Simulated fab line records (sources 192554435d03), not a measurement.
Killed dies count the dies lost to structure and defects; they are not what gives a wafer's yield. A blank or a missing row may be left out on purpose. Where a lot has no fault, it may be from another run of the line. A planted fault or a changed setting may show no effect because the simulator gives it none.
Which tool was responsible?	flow n5_finfet	72 wafers from 24 lots sampled at 6 of the route's 1938 steps

## WHAT THE GAUGES READ, wafer by wafer
N5_BEOL_M0_INSPECT_127: inspects for defects (darkfield). Usual: raw_defect_count at 66, with a standard deviation of 19.
lot	measured	on	raw_defect_count	flag
L074	day 6 03:32	defect_inspect-01	84 73 57	
L075	day 6 04:47	defect_inspect-01	86 99 79	
L076	day 6 13:11	defect_inspect-01	80 56 66	
L077	day 6 20:02	defect_inspect-01	43 77 56	
L078	day 7 02:47	defect_inspect-01	67 60 37	
L079	day 7 07:33	defect_inspect-02	39 66 57	
L080	day 7 10:49	defect_inspect-02	66 65 79	
L081	day 7 21:43	defect_inspect-02	153 107 52	
L082	day 8 05:43	defect_inspect-02	58 66 28	
L083	day 8 08:17	defect_inspect-01	31 69 82	
L084	day 8 18:07	defect_inspect-02	72 65 73	
L085	day 9 02:47	defect_inspect-02	65 113 70	
L086	day 9 04:48	defect_inspect-02	60 76 62	
L087	day 9 09:44	defect_inspect-01	45 40 39	
L088	day 9 11:55	defect_inspect-01	75 53 33	
L089	day 9 22:05	defect_inspect-01	65 67 75	
L090	day 10 01:19	defect_inspect-01	54 61 77	
L091	day 10 07:37	defect_inspect-02	104 75 73	
L092	day 10 10:02	defect_inspect-02	44 38 75	
L093	day 10 18:08	defect_inspect-02	44 55 50	
L094	day 10 21:46	defect_inspect-02	45 70 31	
L095	day 11 07:20	defect_inspect-02	37 53 63	
L096	day 11 08:50	defect_inspect-01	82 19 53	
L097	day 11 19:41	defect_inspect-01	64 45 83	

N5_BEOL_M1_THK_MEAS_01. Usual: M1_ILD_THK typically reads 79.5 nm, with standard deviation 0.94.
lot	measured	on	M1_ILD_THK (nm)	flag
L074	day 6 03:38	film_metro-02	79.8 78.2 81.3	
L075	day 6 04:53	film_metro-02	80.1 80.9 79.8	
L076	day 6 13:17	film_metro-01	80.4 80.4 81.2	
L077	day 6 20:08	film_metro-01	80.4 81.6 80.2	
L078	day 7 02:53	film_metro-01	77.9 77.9 78.3	
L079	day 7 07:40	film_metro-01	78.6 78.5 79.6	
L080	day 7 10:55	film_metro-02	78.7 80.2 80.4	
L081	day 7 21:49	film_metro-01	78.7 78.3 80.0	
L082	day 8 05:49	film_metro-01	79.4 80.0 79.6	
L083	day 8 08:23	film_metro-01	78.5 79.3 80.1	
L084	day 8 18:13	film_metro-01	79.6 80.2 79.7	
L085	day 9 02:53	film_metro-02	78.7 80.1 80.3	
L086	day 9 04:54	film_metro-02	76.7 78.9 79.5	
L087	day 9 09:50	film_metro-02	79.4 79.8 80.0	
L088	day 9 12:01	film_metro-02	79.6 78.9 79.2	
L089	day 9 22:13	film_metro-02	79.7 79.3 79.1	
L090	day 10 01:25	film_metro-02	77.6 79.0 80.3	
L091	day 10 07:44	film_metro-01	79.4 80.1 80.4	
L092	day 10 10:08	film_metro-02	80.1 80.9 79.4	
L093	day 10 18:15	film_metro-02	79.1 79.9 79.2	
L094	day 10 21:56	film_metro-01	78.0 79.3 79.5	
L095	day 11 07:26	film_metro-02	79.0 78.1 78.8	
L096	day 11 08:57	film_metro-01	79.8 78.2 80.9	
L097	day 11 19:48	film_metro-02	77.8 79.4 79.9	

## TOOL THAT RAN EACH LOT (tool first, then ch and the chambers of the sampled wafers, then the start)
lot	N5_BEOL_M0_SAQP_RECESS_104	N5_BEOL_M0_ALD_136	N5_BEOL_M0_ANNEAL_133	N5_BEOL_M0_CMP_120
L074	vapor_etch-01 ch 1, day 5 18:56	ald_metal-04 ch 1,3, day 6 01:32	pvd_sputter-03, day 6 02:14	cmp-02 ch 0,1,3, day 6 02:58
L075	vapor_etch-02 ch 0,1, day 5 20:28	ald_metal-04 ch 1,2, day 6 02:32	pvd_sputter-03, day 6 03:22	cmp-02 ch 0,1,3, day 6 04:19
L076	vapor_etch-02 ch 1, day 6 04:14	ald_metal-04 ch 0,3, day 6 10:30	pvd_sputter-02, day 6 11:33	cmp-04 ch 0,1, day 6 12:33
L077	vapor_etch-02 ch 0,1, day 6 10:35	ald_metal-02 ch 2,3, day 6 17:50	pvd_sputter-01, day 6 18:34	cmp-03 ch 1,2, day 6 19:29
L078	vapor_etch-02 ch 0,1, day 6 17:52	ald_metal-04 ch 0,2, day 6 23:20	pvd_sputter-03, day 7 00:08	cmp-04 ch 0,2, day 7 01:55
L079	vapor_etch-01 ch 0,1, day 7 00:34	ald_metal-02 ch 1,2,3, day 7 05:42	pvd_sputter-02, day 7 06:19	cmp-03 ch 0,2,3, day 7 06:58
L080	vapor_etch-02 ch 0,1, day 7 01:52	ald_metal-03 ch 0,2,3, day 7 07:35	pvd_sputter-02, day 7 09:35	cmp-04 ch 1,2,3, day 7 10:14
L081	vapor_etch-02 ch 1, day 7 12:49	ald_metal-02 ch 0,1,2, day 7 17:57	pvd_sputter-03, day 7 20:20	cmp-04 ch 0,1,3, day 7 21:10
L082	vapor_etch-01 ch 0,1, day 7 18:22	ald_metal-03 ch 0,1,3, day 8 03:44	pvd_sputter-01, day 8 04:29	cmp-04 ch 1,2,3, day 8 05:08
L083	vapor_etch-01 ch 0,1, day 7 21:39	ald_metal-02 ch 0,2,3, day 8 06:09	pvd_sputter-02, day 8 07:03	cmp-03 ch 1,2,3, day 8 07:47
L084	vapor_etch-01 ch 0,1, day 8 07:17	ald_metal-03 ch 0,2, day 8 16:13	pvd_sputter-03, day 8 16:50	cmp-02 ch 0,1,3, day 8 17:34
L085	vapor_etch-01 ch 0, day 8 10:58	ald_metal-04 ch 0,1,2, day 9 00:49	pvd_sputter-02, day 9 01:32	cmp-02 ch 1,2, day 9 02:12
L086	vapor_etch-02 ch 0,1, day 8 18:20	ald_metal-02 ch 0,2,3, day 9 02:38	pvd_sputter-03, day 9 03:31	cmp-03 ch 1,2, day 9 04:11
L087	vapor_etch-01 ch 0,1, day 9 00:29	ald_metal-04 ch 1,2,3, day 9 07:36	pvd_sputter-01, day 9 08:30	cmp-02 ch 2,3, day 9 09:09
L088	vapor_etch-01 ch 0, day 9 04:29	ald_metal-02 ch 1,3, day 9 10:00	pvd_sputter-02, day 9 10:41	cmp-02 ch 0,1, day 9 11:22
L089	vapor_etch-01 ch 0,1, day 9 13:08	ald_metal-02 ch 0,2,3, day 9 19:52	pvd_sputter-02, day 9 20:43	cmp-04 ch 0,1,2, day 9 21:31
L090	vapor_etch-01 ch 1, day 9 16:06	ald_metal-04 ch 0,1,2, day 9 23:04	pvd_sputter-03, day 10 00:05	cmp-04 ch 1,2, day 10 00:44
L091	vapor_etch-02 ch 0,1, day 9 21:56	ald_metal-03 ch 0,2,3, day 10 05:37	pvd_sputter-02, day 10 06:22	cmp-04 ch 0,1,2, day 10 07:01
L092	vapor_etch-02 ch 0, day 10 02:26	ald_metal-03 ch 0,2, day 10 07:42	pvd_sputter-02, day 10 08:48	cmp-02 ch 2,3, day 10 09:27
L093	vapor_etch-02 ch 0,1, day 10 07:35	ald_metal-04 ch 0,2,3, day 10 14:15	pvd_sputter-01, day 10 16:54	cmp-02 ch 0,1, day 10 17:33
L094	vapor_etch-02 ch 0, day 10 13:50	ald_metal-04 ch 0,2, day 10 19:33	pvd_sputter-03, day 10 20:32	cmp-03 ch 0,2,3, day 10 21:16
L095	vapor_etch-01 ch 0,1, day 10 21:47	ald_metal-04 ch 0,1,3, day 11 04:26	pvd_sputter-01, day 11 06:06	cmp-02 ch 1,2,3, day 11 06:45
L096	vapor_etch-02 ch 0,1, day 11 00:47	ald_metal-03 ch 0,1,2, day 11 06:45	pvd_sputter-01, day 11 07:37	cmp-02 ch 0,2,3, day 11 08:18
L097	vapor_etch-01 ch 0,1, day 11 04:33	ald_metal-04 ch 2,3, day 11 17:36	pvd_sputter-03, day 11 18:20	cmp-02 ch 2,3, day 11 19:07
- N5_BEOL_M0_SAQP_RECESS_104: chemistry HF/NH3, target SiO2, target depth 18 nm, afs cycles 3, sublimation time 60 s.
- N5_BEOL_M0_ALD_136: deposits TaN, pulse time 2 s, purge time 3 s, co reactant purge time 2 s.
- N5_BEOL_M0_ANNEAL_133: time 60 s.
- N5_BEOL_M0_CMP_120: polishes, stops on SiOC, t overpolish 6.9 s.

## WHAT THE TOOLS THEMSELVES READ (means of the sampled wafers that have a number; where no wafer has one, the mark that the record gives instead)
N5_BEOL_M0_SAQP_RECESS_104. Usual: drypump_motor_current_A 5.8 A, standard deviation 0.52; sublimation_temp_c 180.00 C, standard deviation 0.17.
lot	tool	drypump_motor_current_A (A)	sublimation_temp_c (C)	flag
L074	vapor_etch-01	5.0	179.83	
L075	vapor_etch-02	6.2	180.00	
L076	vapor_etch-02	6.1	179.93	
L077	vapor_etch-02	6.2	180.08	
L078	vapor_etch-02	6.2	180.00	
L079	vapor_etch-01	5.6	180.12	
L080	vapor_etch-02	6.2	179.97	
L081	vapor_etch-02	6.1	180.14	
L082	vapor_etch-01	5.7	180.19	
L083	vapor_etch-01	5.3	180.01	
L084	vapor_etch-01	5.3	180.00	
L085	vapor_etch-01	6.0	180.00	
L086	vapor_etch-02	6.2	179.99	
L087	vapor_etch-01	5.3	180.03	
L088	vapor_etch-01	6.0	179.91	
L089	vapor_etch-01	5.6	179.91	
L090	vapor_etch-01	5.0	179.85	
L091	vapor_etch-02	6.2	180.02	
L092	vapor_etch-02	6.3	179.93	
L093	vapor_etch-02	6.2	179.94	
L094	vapor_etch-02	6.3	179.92	
L095	vapor_etch-01	5.7	179.90	
L096	vapor_etch-02	6.2	180.06	
L097	vapor_etch-01	5.3	179.97	

N5_BEOL_M0_ALD_136. Usual: heater_power_w at 399 W, with a standard deviation of 29.
lot	tool	heater_power_w (W)	flag
L074	ald_metal-04	408	
L075	ald_metal-04	390	
L076	ald_metal-04	389	
L077	ald_metal-02	416	
L078	ald_metal-04	376	
L079	ald_metal-02	404	
L080	ald_metal-03	385	
L081	ald_metal-02	408	
L082	ald_metal-03	433	
L083	ald_metal-02	414	
L084	ald_metal-03	365	
L085	ald_metal-04	391	
L086	ald_metal-02	404	
L087	ald_metal-04	400	
L088	ald_metal-02	389	
L089	ald_metal-02	414	
L090	ald_metal-04	387	
L091	ald_metal-03	384	
L092	ald_metal-03	366	
L093	ald_metal-04	376	
L094	ald_metal-04	375	
L095	ald_metal-04	399	
L096	ald_metal-03	420	
L097	ald_metal-04	386	

N5_BEOL_M0_ANNEAL_133. Usual: heater_power_w at 834 W, with a standard deviation of 63.
lot	tool	heater_power_w (W)	flag
L074	pvd_sputter-03	814	
L075	pvd_sputter-03	791	
L076	pvd_sputter-02	854	
L077	pvd_sputter-01	830	
L078	pvd_sputter-03	843	
L079	pvd_sputter-02	848	
L080	pvd_sputter-02	840	
L081	pvd_sputter-03	833	
L082	pvd_sputter-01	819	
L083	pvd_sputter-02	793	
L084	pvd_sputter-03	824	
L085	pvd_sputter-02	823	
L086	pvd_sputter-03	831	
L087	pvd_sputter-01	949	
L088	pvd_sputter-02	825	
L089	pvd_sputter-02	840	
L090	pvd_sputter-03	827	
L091	pvd_sputter-02	822	
L092	pvd_sputter-02	825	
L093	pvd_sputter-01	854	
L094	pvd_sputter-03	785	
L095	pvd_sputter-01	879	
L096	pvd_sputter-01	868	
L097	pvd_sputter-03	846	

N5_BEOL_M0_CMP_120. Usual: barrier_field_endpoint_s 3.57 s, standard deviation 0.13; clearing_platen_rpm 50.001 rpm, standard deviation 0.026; motor_current_A 5.8 A, standard deviation 0.43; overpolish_run_s 6.900 s, standard deviation 0.0089; time_to_endpoint_s 61 s, standard deviation 3.6.
lot	tool	barrier_field_endpoint_s (s)	clearing_platen_rpm (rpm)	motor_current_A (A)	overpolish_run_s (s)	time_to_endpoint_s (s)	flag
L074	cmp-02	3.26	50.000	5.5	6.900	57	
L075	cmp-02	3.41	49.988	5.5	6.899	53	
L076	cmp-04	3.63	49.967	6.1	6.898	63	
L077	cmp-03	3.64	50.004	6.4	6.894	67	
L078	cmp-04	3.64	49.991	6.1	6.908	62	
L079	cmp-03	3.48	50.003	6.0	6.904	64	
L080	cmp-04	3.55	49.996	5.9	6.893	64	
L081	cmp-04	3.67	49.996	6.1	6.899	63	
L082	cmp-04	3.57	49.981	6.1	6.908	62	
L083	cmp-03	3.63	50.012	6.3	6.893	64	
L084	cmp-02	3.39	50.024	5.5	6.893	59	
L085	cmp-02	3.55	50.006	6.0	6.903	57	
L086	cmp-03	3.70	49.994	6.4	6.896	63	
L087	cmp-02	3.58	50.009	5.4	6.904	57	
L088	cmp-02	3.54	49.993	5.5	6.901	58	
L089	cmp-04	3.58	50.009	6.0	6.900	62	
L090	cmp-04	3.72	50.026	5.9	6.908	65	
L091	cmp-04	3.57	50.026	6.1	6.899	61	
L092	cmp-02	3.39	50.036	5.5	6.908	58	
L093	cmp-02	3.61	50.001	5.6	6.905	60	
L094	cmp-03	3.68	49.984	5.9	6.900	64	
L095	cmp-02	3.52	49.978	5.7	6.900	57	
L096	cmp-02	3.70	49.996	5.4	6.903	60	
L097	cmp-02	3.58	50.014	5.6	6.894	62	

## THE ANSWER, worked out from the rows above alone
Rule: a lot counts as off when the mean over its wafers that have a number is more than 3 standard deviations away from the usual mean. A lot without any number at a reading at which 4 lots or more have one is off too. Any other lot the step has rows for is counted as sound. Order of review: gauges by route order, followed by the tools' own readings, for which a lot's mean as printed above is used. At the first step where some lot is off, the reading lying furthest off is the one used; lots without a number count as furthest.
No lot is off at any reading shown: from this, nothing can be told.

## WHAT WAS PUT IN BY THE SIMULATOR
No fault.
